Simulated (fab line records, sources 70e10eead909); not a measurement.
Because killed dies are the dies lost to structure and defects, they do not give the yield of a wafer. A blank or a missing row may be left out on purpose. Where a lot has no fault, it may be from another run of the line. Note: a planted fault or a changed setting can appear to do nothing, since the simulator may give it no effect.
Which tool did it? || flow nand harc || 10 lots, 30 wafers sampled, at 1 step of a route of 1302

## WHAT EACH GAUGE READ, for each wafer
NHARC_A_CHANNEL_HOLE_D1_CD_MEAS_10: the cd target is 100 nm.
{"lot": "L076", "measured": "day 9 01:37", "on": "cd sem-01", "cd nm (nm)": "100.1 101.1 100.9"}
{"lot": "L078", "measured": "day 9 21:44", "on": "cd sem-01", "cd nm (nm)": "100.5 100.0 100.2"}
{"lot": "L080", "measured": "day 11 05:23", "on": "cd sem-02", "cd nm (nm)": "99.8 100.2 99.9"}
{"lot": "L082", "measured": "day 12 02:12", "on": "cd sem-03", "cd nm (nm)": "99.9 100.6 100.5"}
{"lot": "L084", "measured": "day 13 02:59", "on": "cd sem-02", "cd nm (nm)": "99.8 99.2 100.4"}
{"lot": "L086", "measured": "day 13 15:34", "on": "cd sem-03", "cd nm (nm)": "100.8 100.4 101.1"}
{"lot": "L089", "measured": "day 14 12:17", "on": "cd sem-02", "cd nm (nm)": "100.1 100.1 99.7"}
{"lot": "L092", "measured": "day 15 18:52", "on": "cd sem-01", "cd nm (nm)": "101.1 100.5 100.8"}
{"lot": "L094", "measured": "day 16 14:32", "on": "cd sem-02", "cd nm (nm)": "99.9 100.2 99.4"}
{"lot": "L097", "measured": "day 17 23:18", "on": "cd sem-03", "cd nm (nm)": "99.0 100.9 100.3"}

## TOOL THAT RAN EACH LOT (tool first, then ch and the chambers of the sampled wafers, then the start)
Record: no process step prior to these readings.

## THE ANSWER, worked out from the rows above alone
Rule: the lots themselves supply what counts as usual. The widest of any qualifying gaps counts: lots, ordered by their means at a reading, are off when they make up no more than a third of the lots, leave a main group of 4 or more, and stand apart from it by 3 or more times the standard deviation of that group's means. A main group whose means are all the same, to the digits that the tables above print for the reading, isn't used. Also off: a lot with no number at a reading for which 4 or more lots have one. Where the step has rows for the other lots, those lots are counted as sound.
No lot is off on any of the readings shown, so nothing can be concluded from this.

## WHAT HAD BEEN PUT IN BY THE SIMULATOR
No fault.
